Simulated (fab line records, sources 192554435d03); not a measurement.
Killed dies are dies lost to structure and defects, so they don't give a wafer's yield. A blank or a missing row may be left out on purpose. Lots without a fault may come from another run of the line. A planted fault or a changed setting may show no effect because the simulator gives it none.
Chamber matching | flow n5_finfet | N5_MOL_CONTACT_COAG_ALD_133 on ald_sin-01: 4 sister chambers
The step deposits SiO2, target thk 5 nm, pulse time 1 s, co reactant pulse time 1 s. 4 wafers are shown with their chamber, then 9 later ones without.

WAFERS WITH THEIR CHAMBER
wafer  | chamber | heater_power_w (W)
L087.1 | 1       | 83
L087.2 | 0       | 84
L089.3 | 3       | 77
L089.5 | 2       | 79

WAFERS WITHOUT THEIR CHAMBER
wafer  | heater_power_w (W)
L090.2 | 86
L090.5 | 83
L090.6 | 80
L092.1 | 81
L092.2 | 87
L092.5 | 77
L096.2 | 80
L096.3 | 87
L096.4 | 78

WHICH CHAMBER EACH WENT THROUGH
wafer  | from the rows above               | in truth
L090.2 | can't be placed: 0 or 1           | 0
L090.5 | can't be placed: 1 or 0           | 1
L090.6 | can't be placed: 2 or 1 or 3 or 0 | 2
L092.1 | can't be placed: 1 or 2 or 0 or 3 | 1
L092.2 | can't be placed: 0 or 1           | 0
L092.5 | can't be placed: 3 or 2           | 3
L096.2 | can't be placed: 2 or 1 or 3 or 0 | 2
L096.3 | can't be placed: 0 or 1           | 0
L096.4 | can't be placed: 2 or 3           | 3
Placed correctly: 0 of 9. Can't be placed from these rows: 9 (the true chamber is among the candidates in 9). Placed wrongly: 0.
How it was worked out, from the rows above alone: a wafer's distance from a chamber is the root of the sum, over the readings, of the square of ((its reading less the chamber's mean) divided by the reading's scatter). The wafer belongs to the nearest chamber; if the next one is less than 2 further off, it can't be placed. A chamber's mean is the mean of its shown wafers. The scatter: with one shown wafer a chamber, the root of the mean of the squares of how far each hidden wafer lies from its nearest shown one.
